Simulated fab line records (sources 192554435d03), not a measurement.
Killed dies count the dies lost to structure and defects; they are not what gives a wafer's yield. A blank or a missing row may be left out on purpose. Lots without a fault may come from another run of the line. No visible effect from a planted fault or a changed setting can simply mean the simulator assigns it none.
Matching of chambers ; flow n5Finfet ; rieDiel-02 running N5_BEOL_M8_STRIP_36: 4 sister chambers
The step strips in N2/H2. 16 wafers are shown with their chamber, then 8 later ones without.

## WAFERS WITH THEIR CHAMBER
wafer;chamber;drypumpMotorCurrentA (A);showerheadPlenumPTorr (Torr);throttleValvePct (%)
L076.3;3;5.9;2.55;24.0
L076.4;1;6.3;2.51;23.6
L076.6;0;6.5;2.70;23.8
L082.1;0;6.5;2.70;23.9
L082.2;3;5.9;2.54;24.0
L082.3;1;6.3;2.51;23.6
L081.2;3;5.9;2.54;24.0
L081.5;0;6.6;2.70;23.9
L081.6;1;6.3;2.51;23.6
L084.3;2;5.1;2.50;23.9
L084.4;2;5.1;2.50;23.9
L084.6;3;5.9;2.54;24.0
L087.3;0;6.5;2.69;23.9
L087.4;2;5.1;2.50;24.0
L087.5;0;6.6;2.69;23.9
L090.2;0;6.5;2.69;23.9

SIGNATURES (means of the wafers above)
reading;chamber 0;chamber 1;chamber 2;chamber 3;scatter within a chamber
drypumpMotorCurrentA;6.533;6.300;5.100;5.900;0.0333
showerheadPlenumPTorr;2.6950;2.5100;2.5000;2.5425;0.00433
throttleValvePct;23.883;23.600;23.933;24.000;0.0354
Rule: for a wafer and a chamber, the distance is found by dividing, reading by reading, the gap between the wafer's reading and the chamber's mean by the reading's scatter, squaring, summing and taking the root. If the next closest chamber is less than 2 further off than the closest, the wafer can't be placed; otherwise it belongs to the closest. How the scatter is found: for the shown wafers, subtract from each reading the mean of its chamber, square and add these, divide the total by (wafers less chambers), then take the root.

## WAFERS MISSING THEIR CHAMBER
wafer;drypumpMotorCurrentA (A);showerheadPlenumPTorr (Torr);throttleValvePct (%)
L090.5;5.1;2.50;23.9
L090.6;6.3;2.50;23.1
L094.1;5.1;2.50;23.9
L094.2;5.9;2.53;24.1
L094.3;6.3;2.50;23.1
L095.2;5.1;2.49;23.9
L095.3;5.9;2.53;24.1
L095.5;5.9;2.53;24.1

## WHICH CHAMBER EACH WENT THROUGH
wafer;from the rows above;in truth
L090.5;2;2
L090.6;1;1
L094.1;2;2
L094.2;3;3
L094.3;1;1
L095.2;2;2
L095.3;3;3
L095.5;3;3
Placed correctly: 8 of 8. Not placeable from these rows: 0. 0 placed wrongly.
